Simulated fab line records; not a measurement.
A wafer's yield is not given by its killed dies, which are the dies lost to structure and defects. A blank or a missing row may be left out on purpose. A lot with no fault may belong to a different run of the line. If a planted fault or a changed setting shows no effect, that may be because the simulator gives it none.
fab line records | flow nand-harc
[record] lots = 6 | wafers = 18 | last-day = 32
route steps=1302 shown A_M0@1162 A_M1@1169 END@1302
lots that met no fault: from a run of the same line without faults
start-h: hours from the record's first day to the start of the lot's first wafer shown | wait-h: time in hours since the lot's previous step | " unchanged from the row above | L1.1+2: a single row standing in for several wafers | - either no value or no given start | * or withheld: withheld | < > ~ a bound
route shown NAME@n: names a module that has steps shown in the file, with the first one's number in the route | usual: the fault-free wafers' mean and standard deviation | same: alike in all rows | chamber/n: place in a boat | sites: readings site by site | _std_site: standard deviation of those values | _edge_site: inner sites' mean taken away from outer sites' mean | radius-mm: how far each site lies from the wafer's centre | mask NAME#n: copy n | behind: the most recent tool/chamber to have shaped the wafer | hold: the reason the lot was held/the length of the hold in hours/how it ended | device: names the non-switching transistor (n, p or np) | end of line: the route-end tests of the same wafers | a step given without rows: its recipe and nothing more | killed: not the wafer's yield, but the dies lost to structure and defects at the first sort | map: shows each die of a wafer: x if killed, . if not, _ if none is there
set.NAME: setting as actually run; set.NAME@STEP: the setting as run at that earlier step | model.NAME: the simulator's own value behind a step, which no gauge read
lots at some steps of the route; a table a step, a row a wafer
services: when a tool's chamber went out of use (start-h, in hours from the record's first day, below 0 if earlier), for how many hours, and the reason
[[steps]]
[step NHARC_A_M0_CMP_23]
[recipe] t-overpolish-s = 20 | target-thk-nm = 113.75
[usual] motor-current-A = 12.3/0.91 | time-to-endpoint-s = 30/3.1
[same] t-overpolish-s = 20
lot.wafer | tool   | chamber | start-h | wait-h | motor-current-A | time-to-endpoint-s
L172.1    | cmp-01 | 2       | 567.15  | -      | 12.7            | 30
L172.6    | "      | 2       | "       | "      | 12.5            | 33
L172.5    | "      | 3       | "       | "      | 13.3            | 28
L175.1    | cmp-01 | 0       | 624.76  | -      | 12.9            | 28
L175.2    | "      | 3       | "       | "      | 13.2            | 35
L175.5    | "      | 0       | "       | "      | 13.1            | 28
L176.4    | cmp-04 | 2       | 634.42  | -      | 12.9            | 25
L176.3    | "      | 3       | "       | "      | 11.3            | 29
L176.5    | "      | 1       | "       | "      | 13.7            | 30
L181.4    | cmp-01 | 3       | 666.54  | -      | 12.6            | 28
L181.2    | "      | 1       | "       | "      | 12.0            | 30
L181.5    | "      | 3       | "       | "      | 13.0            | 33
L186.4    | cmp-02 | 1       | 721.51  | -      | 12.3            | 33
L186.1    | "      | 0       | "       | "      | 13.5            | 32
L186.6    | "      | 2       | "       | "      | 11.6            | 35
L188.2    | cmp-04 | 1       | 733.12  | -      | 13.5            | 31
L188.6    | "      | 2       | "       | "      | 12.4            | 28
L188.5    | "      | 3       | "       | "      | 11.3            | 33
[step NHARC_A_M0_THK_MEAS_24]
[recipe] thk-meas-gauge = xrf
[usual] thk-nm = 113.9/1.7
lot.wafer | tool          | chamber | start-h | wait-h | thk-nm
L172.1    | film-metro-02 | -       | 567.46  | -      | 113.2
L172.5    | "             | -       | "       | "      | 114.4
L172.6    | "             | -       | "       | "      | 113.0
L175.1    | film-metro-02 | -       | 625.08  | -      | 111.7
L175.2    | "             | -       | "       | "      | 113.2
L175.5    | "             | -       | "       | "      | 112.1
L176.3    | film-metro-02 | -       | 634.70  | -      | 115.0
L176.4    | "             | -       | "       | "      | 110.6
L176.5    | "             | -       | "       | "      | 114.6
L181.2    | film-metro-02 | -       | 666.85  | -      | 114.2
L181.4    | "             | -       | "       | "      | 114.5
L181.5    | "             | -       | "       | "      | 113.8
L186.1    | film-metro-01 | -       | 721.82  | -      | 116.7
L186.4    | "             | -       | "       | "      | 114.2
L186.6    | "             | -       | "       | "      | 117.5
L188.2    | film-metro-01 | -       | 733.35  | -      | 112.3
L188.5    | "             | -       | "       | "      | 114.0
L188.6    | "             | -       | "       | "      | 111.7
[step NHARC_A_M0_SRD_25]
[step NHARC_A_M0_INSPECT_27]
[usual] raw-defect-count = 548/130
lot.wafer | tool              | chamber | start-h | wait-h | raw-defect-count
L172.1    | defect-inspect-02 | -       | 567.62  | 0.0    | 549
L172.5    | "                 | -       | "       | "      | 681
L172.6    | "                 | -       | "       | "      | 534
L175.1    | defect-inspect-01 | -       | 625.23  | 0.0    | 434
L175.2    | "                 | -       | "       | "      | 592
L175.5    | "                 | -       | "       | "      | 580
L176.3    | defect-inspect-01 | -       | 634.86  | 0.0    | 529
L176.4    | "                 | -       | "       | "      | 512
L176.5    | "                 | -       | "       | "      | 715
L181.2    | defect-inspect-01 | -       | 667.01  | 0.0    | 482
L181.4    | "                 | -       | "       | "      | 498
L181.5    | "                 | -       | "       | "      | 582
L186.1    | defect-inspect-02 | -       | 721.98  | 0.0    | 440
L186.4    | "                 | -       | "       | "      | 377
L186.6    | "                 | -       | "       | "      | 517
L188.2    | defect-inspect-01 | -       | 733.51  | 0.0    | 467
L188.5    | "                 | -       | "       | "      | 455
L188.6    | "                 | -       | "       | "      | 355
[step NHARC_A_M0_PRE_CLEAN_31]
[recipe] time-s = 12 | temp-c = 370 | rf-power-w = 300 | gas = NH3
[usual] heater-power-w = 680/83 | susceptor-temp-C = 369.95/0.23
lot.wafer | tool     | chamber | start-h | wait-h | heater-power-w | susceptor-temp-C
L172.1    | pecvd-01 | 1       | 567.71  | 0.1    | 596            | 370.15
L172.5    | "        | 0       | "       | "      | 758            | 369.83
L172.6    | "        | 1       | "       | "      | 621            | 370.23
L175.1    | pecvd-01 | 0       | 625.30  | 0.1    | 768            | 369.86
L175.2    | "        | 0       | "       | "      | 756            | 370.24
L175.5    | "        | 0       | "       | "      | 767            | 370.39
L176.3    | pecvd-01 | 0       | 634.97  | 0.1    | 775            | 369.99
L176.4    | "        | 2       | "       | "      | 537            | 369.78
L176.5    | "        | 2       | "       | "      | 540            | 370.24
L181.2    | pecvd-01 | 2       | 667.08  | 0.1    | 598            | 369.91
L181.4    | "        | 2       | "       | "      | 614            | 369.56
L181.5    | "        | 0       | "       | "      | 646            | 369.62
L186.1    | pecvd-02 | 1       | 722.05  | 0.1    | 633            | 370.14
L186.6    | "        | 1       | "       | "      | 636            | 370.12
L186.4    | "        | 2       | "       | "      | 552            | 369.71
L188.2    | pecvd-04 | 1       | 733.59  | 0.1    | 734            | 370.11
L188.5    | "        | 1       | "       | "      | 721            | 369.88
L188.6    | "        | 2       | "       | "      | 726            | 369.56
[step NHARC_A_M0_DEP_32]
[recipe] target-thk-a = 300 | temp-c = 370 | target-thk-nm = 30 | pressure-torr = 3 | flow-sccm = 200 | rf-w = 450 | material = SiCN
[usual] heater-power-w = 616/83 | susceptor-temp-C = 369.99/0.2
lot.wafer | tool     | chamber | start-h | wait-h | heater-power-w | susceptor-temp-C
L172.1    | pecvd-01 | 1       | 567.85  | 0.1    | 447            | 370.23
L172.5    | "        | 0       | "       | "      | 717            | 370.07
L172.6    | "        | 1       | "       | "      | 443            | 370.24
L175.1    | pecvd-01 | 0       | 625.54  | 0.2    | 735            | 370.14
L175.2    | "        | 0       | "       | "      | 736            | 370.25
L175.5    | "        | 0       | "       | "      | 733            | 370.38
L176.3    | pecvd-01 | 0       | 635.17  | 0.2    | 622            | 370.32
L176.4    | "        | 2       | "       | "      | 468            | 369.83
L176.5    | "        | 2       | "       | "      | 476            | 369.92
L181.2    | pecvd-01 | 2       | 667.16  | 0.1    | 493            | 370.19
L181.4    | "        | 2       | "       | "      | 496            | 370.04
L181.5    | "        | 0       | "       | "      | 688            | 370.24
L186.1    | pecvd-02 | 1       | 722.13  | 0.1    | 526            | 369.69
L186.6    | "        | 1       | "       | "      | 529            | 370.26
L186.4    | "        | 2       | "       | "      | 532            | 369.80
L188.2    | pecvd-04 | 1       | 733.70  | 0.1    | 668            | 370.04
L188.5    | "        | 1       | "       | "      | 689            | 370.36
L188.6    | "        | 2       | "       | "      | 695            | 369.88
[step NHARC_A_M1_DEP_00]
[recipe] target-thk-a = 1825 | target-thk-nm = 182.5 | temp-c = withheld | pressure-torr = 5 | flow-sccm = 200 | rf-w = 600 | material = SiOC
[step NHARC_A_M1_DEHYDRATE_01]
[recipe] temp-c = 150 | time-s = 120
[step NHARC_A_M1_HMDS_02]
[recipe] time-s = 30
[step NHARC_A_M1_COAT_34]
[recipe] temp-c = 200 | time-s = 65
[step NHARC_A_M1_COAT_03]
[recipe] spin-rpm = 1500 | resist-thk-nm = 90
[step NHARC_A_M1_SOFTBAKE_04]
[recipe] temp-c = 105 | time-s = 55
[usual] heater-power-total-W = 188.45/0.14
lot.wafer | tool           | chamber | start-h | wait-h | heater-power-total-W
L172.1    | litho-track-06 | 0       | 568     | -      | 188.43
L172.5    | "              | 0       | "       | "      | 188.64
L172.6    | "              | 0       | "       | "      | 188.34
L175.1    | litho-track-06 | 0       | 626     | -      | 199.95
L175.2    | "              | 0       | "       | "      | 200.34
L175.5    | "              | 0       | "       | "      | 199.93
L176.3    | litho-track-06 | 0       | 636     | -      | 199.84
L176.4    | "              | 0       | "       | "      | 199.87
L176.5    | "              | 0       | "       | "      | 199.98
L181.2    | litho-track-01 | 0       | 667     | -      | 188.39
L181.4    | "              | 0       | "       | "      | 188.47
L181.5    | "              | 0       | "       | "      | 188.50
L186.1    | litho-track-06 | 0       | 722     | -      | 188.34
L186.4    | "              | 0       | "       | "      | 188.47
L186.6    | "              | 0       | "       | "      | 188.42
L188.2    | litho-track-06 | 0       | 734     | -      | 188.44
L188.5    | "              | 0       | "       | "      | 188.40
L188.6    | "              | 0       | "       | "      | 188.40
[step NHARC_A_M1_EBR_05]
[step NHARC_END_SORT_01]
[recipe] temp-c = 25
[usual] defect-limited-yield = 90.9/2.4 | killed-at-array = 56/17 | killed-at-other = 1.2/1.4 | killed-at-periphery = 4/3.2 | killed-dies = 61/16 | killed-open = 3.6/2.1 | killed-short = 2.7/1.8
[same] gross-dies = 677
lot.wafer | tool      | chamber | start-h | wait-h | defect-limited-yield[%] | killed-at-array | killed-at-other | killed-at-periphery | killed-dies | killed-open | killed-short
L172.1    | prober-01 | 0       | 603.26  | 2.5    | 90.0                    | 59              | 3               | 6                   | 68          | 1           | 2
L172.5    | prober-01 | 0       | 606.48  | 3.7    | 90.8                    | 57              | 1               | 4                   | 62          | 2           | 0
L172.6    | prober-01 | 0       | 607.28  | 4.0    | 88.6                    | 74              | 3               | 0                   | 77          | 2           | 1
L175.1    | prober-01 | 0       | 662.23  | 2.5    | 94.5                    | 32              | 2               | 3                   | 37          | 4           | 0
L175.2    | prober-01 | 0       | 663.05  | 2.8    | 93.5                    | 39              | 1               | 4                   | 44          | 4           | 2
L175.5    | prober-01 | 0       | 665.48  | 3.7    | 92.5                    | 47              | 1               | 3                   | 51          | 4           | 2
L176.3    | prober-02 | 0       | 676.68  | 3.1    | 92.6                    | 46              | 0               | 4                   | 50          | 4           | 1
L176.4    | prober-02 | 0       | 677.49  | 3.4    | 92.5                    | 48              | 0               | 3                   | 51          | 4           | 1
L176.5    | prober-02 | 0       | 678.30  | 3.7    | 91.9                    | 49              | 2               | 4                   | 55          | 6           | 3
L181.2    | prober-01 | 0       | 715.13  | 2.8    | 91.7                    | 48              | 2               | 6                   | 56          | 1           | 3
L181.4    | prober-01 | 0       | 716.73  | 3.4    | 92.9                    | 47              | 1               | 0                   | 48          | 0           | 4
L181.5    | prober-01 | 0       | 717.53  | 3.7    | 90.0                    | 62              | 2               | 4                   | 68          | 6           | 1
L186.1    | prober-01 | 0       | 763.23  | 2.5    | 85.8                    | 91              | 2               | 3                   | 96          | 1           | 1
L186.4    | prober-01 | 0       | 765.63  | 3.4    | 90.0                    | 65              | 2               | 1                   | 68          | 3           | 2
L186.6    | prober-01 | 0       | 767.23  | 4.0    | 86.7                    | 87              | 3               | 0                   | 90          | 1           | 2
L188.2    | prober-01 | 0       | 771.83  | 2.8    | 88.5                    | 60              | 4               | 14                  | 78          | 4           | 5
L188.5    | prober-01 | 0       | 774.22  | 3.7    | 88.9                    | 64              | 1               | 10                  | 75          | 6           | 3
L188.6    | prober-01 | 0       | 775.02  | 4.0    | 91.3                    | 50              | 4               | 5                   | 59          | 2           | 1
// killed by level:class
L172.1 A_SLIT:chamber-film-flake=24 A_CHANNEL_HOLE_D2:chamber-film-flake=21 A_CONTACT:chamber-film-flake=4 A_CHANNEL_HOLE_D1:chamber-film-flake=3 A_CHANNEL_FILL_D1:chamber-film-flake=3 THIN_TSV:chamber-film-flake=3 P_GATE:geometric-particle:open=1 P_M1:geometric-particle:short=1
L172.5 A_SLIT:chamber-film-flake=30 A_CHANNEL_HOLE_D2:chamber-film-flake=18 A_CHANNEL_FILL_D1:chamber-film-flake=5 P_ZERO_WELL:chamber-film-flake=2 A_STAIRCASE:chamber-film-flake=2 P_M0:geometric-particle:open=1 A_CHANNEL_FILL_D1:geometric-particle:open=1 P_GATE:chamber-film-flake=1
L172.6 A_CHANNEL_HOLE_D2:chamber-film-flake=40 A_SLIT:chamber-film-flake=23 A_CONTACT:chamber-film-flake=6 THIN_TSV:chamber-film-flake=3 A_ONON_D2:geometric-particle:open=1 A_CHANNEL_FILL_D2:geometric-particle:open=1 A_SLIT:geometric-particle:short=1 A_CHANNEL_HOLE_D1:chamber-film-flake=1
L175.1 A_CHANNEL_HOLE_D2:chamber-film-flake=14 A_CHANNEL_HOLE_D1:chamber-film-flake=6 A_STAIRCASE:chamber-film-flake=2 A_WL_FILL:chamber-film-flake=2 A_CONTACT:chamber-film-flake=2 A_M0:chamber-film-flake=2 THIN_TSV:chamber-film-flake=2 A_SOURCE_PLATE:geometric-particle:open=1
L175.2 A_CHANNEL_HOLE_D2:chamber-film-flake=16 A_CONTACT:chamber-film-flake=5 A_CHANNEL_HOLE_D1:chamber-film-flake=4 A_STAIRCASE:chamber-film-flake=4 P_M1:chamber-film-flake=2 A_SLIT:chamber-film-flake=2 P_M0:geometric-particle:open=1 A_CHANNEL_FILL_D1:geometric-particle:short=1
L175.5 A_CHANNEL_HOLE_D2:chamber-film-flake=20 A_STAIRCASE:chamber-film-flake=8 A_CHANNEL_HOLE_D1:chamber-film-flake=8 A_CONTACT:chamber-film-flake=4 A_M0:chamber-film-flake=2 P_CONTACT:geometric-particle:open=1 P_M0:geometric-particle:open=1 A_SOURCE_PLATE:geometric-particle:open=1
L176.3 A_SLIT:chamber-film-flake=32 A_CHANNEL_FILL_D2:chamber-film-flake=3 A_CONTACT:chamber-film-flake=3 P_BONDPAD:chamber-film-flake=2 A_CHANNEL_HOLE_D1:chamber-film-flake=2 P_GATE:geometric-particle:open=1 P_CONTACT:geometric-particle:open=1 A_ONON_D2:geometric-particle:open=1
L176.4 A_SLIT:chamber-film-flake=30 A_CHANNEL_HOLE_D1:chamber-film-flake=8 A_STAIRCASE:chamber-film-flake=5 P_STI:geometric-particle:open=1 A_CHANNEL_FILL_D1:geometric-particle:open=1 A_ONON_D2:geometric-particle:open=1 A_CHANNEL_FILL_D2:geometric-particle:short=1 A_M0:geometric-particle:open=1
L176.5 A_SLIT:chamber-film-flake=27 A_CHANNEL_HOLE_D1:chamber-film-flake=5 A_CONTACT:chamber-film-flake=5 A_CHANNEL_FILL_D2:chamber-film-flake=3 A_CHANNEL_FILL_D1:geometric-particle:open=2 A_STAIRCASE:chamber-film-flake=2 P_GATE:geometric-particle:short=1 P_GATE:geometric-particle:open=1
L181.2 A_SLIT:chamber-film-flake=27 A_CONTACT:chamber-film-flake=7 A_CHANNEL_HOLE_D1:chamber-film-flake=5 P_M2:chamber-film-flake=3 A_DECK1_JOINT:chamber-film-flake=3 A_SGD_CUT:chamber-film-flake=2 THIN_TSV:chamber-film-flake=2 P_M0:geometric-particle:short=1
L181.4 A_SLIT:chamber-film-flake=25 A_CHANNEL_HOLE_D1:chamber-film-flake=8 A_CONTACT:chamber-film-flake=3 A_CHANNEL_FILL_D1:geometric-particle:short=2 A_CHANNEL_HOLE_D2:chamber-film-flake=2 A_SGD_CUT:chamber-film-flake=2 A_DECK1_JOINT:geometric-particle:short=1 A_CHANNEL_HOLE_D2:geometric-particle:short=1
L181.5 A_SLIT:chamber-film-flake=24 A_CHANNEL_HOLE_D1:chamber-film-flake=12 A_CONTACT:chamber-film-flake=12 A_SGD_CUT:chamber-film-flake=5 A_ONON_D2:geometric-particle:open=2 A_M0:geometric-particle:open=2 A_CHANNEL_FILL_D2:chamber-film-flake=2 THIN_TSV:chamber-film-flake=2
L186.1 A_SLIT:chamber-film-flake=29 A_CHANNEL_HOLE_D2:chamber-film-flake=24 A_CHANNEL_HOLE_D1:chamber-film-flake=13 A_CONTACT:chamber-film-flake=6 A_M1:chamber-film-flake=4 P_M2:chamber-film-flake=3 A_CHANNEL_FILL_D1:chamber-film-flake=3 A_DECK1_JOINT:chamber-film-flake=3
L186.4 A_SLIT:chamber-film-flake=20 A_CHANNEL_HOLE_D2:chamber-film-flake=19 A_CHANNEL_HOLE_D1:chamber-film-flake=16 A_CONTACT:chamber-film-flake=3 HYBRID_BOND:chamber-film-flake=2 P_CONTACT:geometric-particle:open=1 A_CHANNEL_FILL_D2:geometric-particle:short=1 A_SLIT:geometric-particle:open=1
L186.6 A_SLIT:chamber-film-flake=28 A_CHANNEL_HOLE_D2:chamber-film-flake=27 A_CHANNEL_HOLE_D1:chamber-film-flake=14 A_CONTACT:chamber-film-flake=7 A_WL_FILL:chamber-film-flake=3 A_M1:chamber-film-flake=3 HYBRID_BOND:chamber-film-flake=3 A_CHANNEL_FILL_D1:geometric-particle:short=1
L188.2 A_SLIT:chamber-film-flake=25 A_CHANNEL_HOLE_D1:chamber-film-flake=16 P_STI:chamber-film-flake=8 A_CONTACT:chamber-film-flake=4 THIN_TSV:chamber-film-flake=4 P_GATE:chamber-film-flake=3 A_CHANNEL_FILL_D2:chamber-film-flake=3 A_STAIRCASE:chamber-film-flake=3
L188.5 A_SLIT:chamber-film-flake=28 A_CHANNEL_HOLE_D1:chamber-film-flake=21 P_STI:chamber-film-flake=4 P_ZERO_WELL:chamber-film-flake=3 P_GATE:chamber-film-flake=3 A_ONON_D1:geometric-particle:open=2 A_CHANNEL_FILL_D1:geometric-particle:short=2 A_DECK1_JOINT:chamber-film-flake=2
L188.6 A_SLIT:chamber-film-flake=25 A_CHANNEL_HOLE_D1:chamber-film-flake=9 A_CONTACT:chamber-film-flake=7 A_CHANNEL_FILL_D2:chamber-film-flake=5 THIN_TSV:chamber-film-flake=4 P_STI:chamber-film-flake=3 P_GATE:chamber-film-flake=2 A_ONON_D1:geometric-particle:open=1
[[services]]
tool           | chamber | start-h | hours | kind
cmp-04         | -       | 547.12  | 2.1   | repair
cmp-01         | -       | 580.01  | 4.0   | pm
pecvd-02       | -       | 591.66  | 13.0  | pm
cmp-04         | -       | 601.00  | 4.0   | pm
cmp-01         | -       | 607.00  | 1.1   | repair
pecvd-01       | 2       | 620.33  | 6.5   | repair
pecvd-01       | 1       | 622.92  | 13.7  | repair
pecvd-04       | 1       | 623.38  | 7.6   | repair
cmp-02         | -       | 624.67  | 4.0   | pm
pecvd-04       | -       | 631.59  | 13.0  | pm
pecvd-01       | 2       | 638.57  | 6.4   | repair
cmp-02         | -       | 642.54  | 0.6   | repair
cmp-04         | -       | 669.86  | 0.5   | repair
cmp-01         | -       | 670.33  | 4.1   | repair
pecvd-01       | -       | 673.27  | 13.0  | pm
cmp-01         | -       | 678.01  | 4.0   | pm
litho-track-01 | -       | 680.00  | 7.0   | pm
cmp-01         | -       | 690.59  | 6.4   | repair
cmp-04         | -       | 699.00  | 4.0   | pm
cmp-02         | -       | 700.06  | 2.0   | repair
cmp-01         | -       | 702.01  | 1.3   | repair
litho-track-06 | -       | 704.00  | 7.0   | pm
cmp-02         | -       | 722.67  | 4.0   | pm
cmp-04         | -       | 731.84  | 0.8   | repair
[[key]]
[first-sign] step = NHARC_A_M1_SOFTBAKE_04 | reading = heater-power-total-W | direction = up | sigmas = 80 | usual = * | struck = *
effect none on later readings
met-at NHARC_A_M1_SOFTBAKE_04
struck-wafers L175.1,L175.2,L175.5,L176.3,L176.4,L176.5
onset-between 568 626
[fault] kind = process-parameter-drift | tool = litho-track-06 | chamber = - | onset-h = 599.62 | steps = NHARC_A_M1_SOFTBAKE_04 | channel = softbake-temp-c | offset = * | shape = step | end-h = 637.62 | acts-in = * | stated = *
